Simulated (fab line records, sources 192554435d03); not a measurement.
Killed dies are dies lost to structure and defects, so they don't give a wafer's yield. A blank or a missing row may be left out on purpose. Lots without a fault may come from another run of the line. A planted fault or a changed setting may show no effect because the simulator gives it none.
Split-lot experiment | flow n5_finfet | 7 lots, 21 wafers read, on a route of 1938 steps

THE SPLIT
At N5_MIM_BOT_LITHO_EXPOSE_05 (exposes mask MIM BOT), the setting dose_mj was moved away from the recipe's 24.25 on 10 of the 21 wafers read, by -5.9% to +2.6%. The other wafers ran this setting at the recipe's value.

FROM THE SPLIT TO THE READING: what the file shows between them, 2 steps
- N5_MIM_BOT_LITHO_DEVELOP_07: develop time 60 s (also split here: develop_time_s)
- N5_MIM_BOT_LITHO_HARDBAKE_09: time 120 s

THE READING
cd_nm, in nm, at N5_MIM_BOT_LITHO_CD_MEAS_08 (target cd 3000 nm). Fault-free wafers of this fab line usually give 2999.4 nm, standard deviation 1.9 nm.

wafer  | tool, chamber at the split | dose_mj as run | against the recipe | cd_nm, nm | against lot-mates on the recipe
L076.1 | krf_scanner-02, 0          | 24.25          | recipe             | 2996.2    | -
L076.3 | krf_scanner-02, 0          | 24.25          | recipe             | 2996.8    | -
L076.5 | krf_scanner-02, 0          | 24.25          | recipe             | 3000.3    | -
L078.3 | krf_scanner-01, 0          | 24.89          | +2.6%              | 3001.5    | no lot-mate on the recipe
L078.4 | krf_scanner-01, 0          | 24.89          | +2.6%              | 2999.5    | no lot-mate on the recipe
L078.6 | krf_scanner-01, 0          | 24.89          | +2.6%              | 3002.8    | no lot-mate on the recipe
L077.2 | krf_scanner-02, 0          | 24.25          | recipe             | 2999.9    | -
L077.3 | krf_scanner-02, 0          | 24.25          | recipe             | 2996.7    | -
L077.6 | krf_scanner-02, 0          | 22.82          | -5.9%              | 2987.0    | -11.3
L080.3 | krf_scanner-02, 0          | 22.84          | -5.8%              | 2992.1    | -8.6
L080.4 | krf_scanner-02, 0          | 22.84          | -5.8%              | 2990.7    | -10.0
L080.5 | krf_scanner-02, 0          | 24.25          | recipe             | 3000.7    | -
L083.3 | krf_scanner-02, 0          | 23.51          | -3.1%              | 2994.4    | -7.0
L083.5 | krf_scanner-02, 0          | 24.25          | recipe             | 3001.4    | -
L083.6 | krf_scanner-02, 0          | 23.51          | -3.1%              | 2993.6    | -7.8
L086.1 | krf_scanner-01, 0          | 22.89          | -5.6%              | 2987.8    | -9.1
L086.3 | krf_scanner-01, 0          | 24.25          | recipe             | 2996.9    | -
L086.5 | krf_scanner-01, 0          | 22.89          | -5.6%              | 2987.4    | -9.5
L091.1 | krf_scanner-01, 0          | 24.25          | recipe             | 3000.4    | -
L091.3 | krf_scanner-01, 0          | 24.25          | recipe             | 3001.9    | -
L091.4 | krf_scanner-01, 0          | 24.25          | recipe             | 3001.7    | -

THE FIT
A straight line over all 21 wafers: cd_nm changes by +1.6 nm for each +1% of dose_mj; r = +0.91; the points scatter about the line by 2.2 nm.
The same after taking each lot's own level away (the mean of its wafers on the recipe; 18 wafers): +1.73 nm for each +1%; r = +0.96; scatter 1.3 nm.
On that fit, the largest move of dose_mj shifts the reading by 10 nm.
The lots' own levels span 2996.90 to 3001.40 nm, that is 2.4 times the standard deviation above.
So the lot-to-lot level changes the slope little: the two slopes agree.
Check: with one of the wafers moved furthest among these (-5.9%) left out of the fit, the line predicts -10.2 nm for it against its lot-mates. It came out at -11.3 nm against them.

OTHER SPLITS ON THESE WAFERS
These wafers also went through other splits before the reading. Each is held against what the fit with the lots' levels taken away leaves over:
other split on the same wafers             | wafers away from the commonest value | r with cd_nm (lot level and that fit taken away)
N5_BEOL_M14_PEB_08 peb_temp_c              | 8                                    | -0.10
N5_BEOL_M14_ETCH_59 time_s                 | 9                                    | +0.34
N5_BEOL_M15_ILD_DEP_00 time_s              | 6                                    | +0.24
N5_BEOL_M15_EXPOSE_07 dose_mj              | 9                                    | +0.24
N5_MIM_BOT_LITHO_DEVELOP_07 develop_time_s | 8                                    | +0.12

THE FILE'S OWN FIT
cd_nm changes by +1.79 nm for each +1% of dose_mj, r = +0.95.
